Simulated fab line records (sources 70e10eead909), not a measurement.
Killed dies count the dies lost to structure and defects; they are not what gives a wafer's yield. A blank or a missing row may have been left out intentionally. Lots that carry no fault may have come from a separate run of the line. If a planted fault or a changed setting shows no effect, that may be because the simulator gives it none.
Chamber matching || flow nand harc || cmp-03 running NHARC_P_BONDPAD_CMP_19: 4 sister chambers
The step polishes, t overpolish 30 s, cu recess touch 16 s, target thk 160.81 nm. 4 wafers are shown with their chamber, then 9 later ones without.

== WAFERS PAIRED WITH THEIR CHAMBERS ==
{"wafer": "L082.2", "chamber": 2, "motor current A (A)": 11.2}
{"wafer": "L085.2", "chamber": 1, "motor current A (A)": 14.5}
{"wafer": "L085.5", "chamber": 3, "motor current A (A)": 12.4}
{"wafer": "L085.6", "chamber": 0, "motor current A (A)": 12.5}

== WAFERS WITH NO CHAMBER GIVEN ==
{"wafer": "L088.1", "motor current A (A)": 13.7}
{"wafer": "L088.4", "motor current A (A)": 11.4}
{"wafer": "L088.6", "motor current A (A)": 12.2}
{"wafer": "L091.1", "motor current A (A)": 11.9}
{"wafer": "L091.3", "motor current A (A)": 12.5}
{"wafer": "L091.6", "motor current A (A)": 14.3}
{"wafer": "L092.1", "motor current A (A)": 12.1}
{"wafer": "L092.4", "motor current A (A)": 11.8}
{"wafer": "L092.6", "motor current A (A)": 13.9}

== EACH ONE'S CHAMBER ==
{"wafer": "L088.1", "from the rows above": "can't be placed: 1 or 0 or 3", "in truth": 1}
{"wafer": "L088.4", "from the rows above": "can't be placed: 2 or 3", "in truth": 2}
{"wafer": "L088.6", "from the rows above": "can't be placed: 3 or 0 or 2", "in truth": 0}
{"wafer": "L091.1", "from the rows above": "can't be placed: 3 or 0 or 2", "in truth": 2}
{"wafer": "L091.3", "from the rows above": "can't be placed: 0 or 3", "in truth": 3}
{"wafer": "L091.6", "from the rows above": 1, "in truth": 1}
{"wafer": "L092.1", "from the rows above": "can't be placed: 3 or 0 or 2", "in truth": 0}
{"wafer": "L092.4", "from the rows above": "can't be placed: 3 or 2 or 0", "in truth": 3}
{"wafer": "L092.6", "from the rows above": "can't be placed: 1 or 0", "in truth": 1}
Correct placement for 1 of the 9. Can't be placed from these rows: 8 (the true chamber is among the candidates in 8). Number placed wrongly: 0.
How it was worked out, from the rows above alone: a wafer's distance from a chamber is the root of the sum, over the readings, of the square of ((its reading less the chamber's mean) divided by the reading's scatter). If the next closest chamber is less than 2 further off than the closest, the wafer can't be placed; otherwise it belongs to the closest. Each chamber's mean is taken over the wafers shown for it. The scatter (one wafer shown for each chamber): square how far every hidden wafer sits from the nearest shown wafer, average those squares and take the square root.
